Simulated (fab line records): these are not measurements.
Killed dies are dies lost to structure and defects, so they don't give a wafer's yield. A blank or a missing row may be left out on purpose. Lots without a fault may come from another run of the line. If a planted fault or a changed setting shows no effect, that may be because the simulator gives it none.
Matching of chambers | flow n5-finfet | N5_HKMG_FIN_CMP_23 on cmp-02 has 4 sister chambers
The step polishes, stops on SiNx, t overpolish 10 s, target thk 46.326 nm. 8 wafers are shown with their chamber, then 10 later ones without.

## EACH WAFER AND ITS CHAMBER
wafer  | chamber | motor-current-A (A) | time-to-endpoint-s (s)
L077.5 | 2       | 11.5                | 10.8
L079.1 | 0       | 10.4                | 10.0
L079.4 | 1       | 12.1                | 5.9
L082.2 | 2       | 11.5                | 5.8
L082.4 | 1       | 11.6                | 4.4
L082.6 | 3       | 10.3                | 9.5
L084.3 | 3       | 10.3                | 12.0
L084.4 | 0       | 10.3                | 11.7

## WAFERS WITHOUT THEIR CHAMBER
wafer  | motor-current-A (A) | time-to-endpoint-s (s)
L084.5 | 10.1                | 12.2
L087.3 | 10.5                | 7.4
L087.4 | 10.5                | 8.1
L087.6 | 11.9                | 9.7
L089.1 | 12.3                | 11.4
L089.2 | 11.3                | 12.1
L089.4 | 10.2                | 12.5
L093.2 | 10.6                | 8.9
L093.5 | 12.2                | 7.9
L093.6 | 11.7                | 10.9

## CHAMBER TAKEN BY EACH
wafer  | from the rows above     | in truth
L084.5 | can't be placed: 3 or 0 | 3
L087.3 | can't be placed: 0 or 3 | 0
L087.4 | can't be placed: 0 or 3 | 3
L087.6 | can't be placed: 1 or 2 | 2
L089.1 | can't be placed: 1 or 2 | 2
L089.2 | 2                       | 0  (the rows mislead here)
L089.4 | can't be placed: 3 or 0 | 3
L093.2 | can't be placed: 0 or 3 | 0
L093.5 | can't be placed: 1 or 2 | 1
L093.6 | can't be placed: 2 or 1 | 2
Correct placement for 0 of the 10. Can't be placed from these rows: 9 (the true chamber is among the candidates in 9). Wrongly placed: 1.
How it was worked out, from the rows above alone: a wafer's distance from a chamber is the root of the sum, over the readings, of the square of ((its reading less the chamber's mean) divided by the reading's scatter). The wafer belongs to the nearest chamber; if the next one is less than 2 further off, it can't be placed. For every chamber, the mean is computed from those of its wafers that are shown. How the scatter is found: for the shown wafers, subtract from each reading the mean of its chamber, square and add these, divide the total by (wafers less chambers), then take the root.
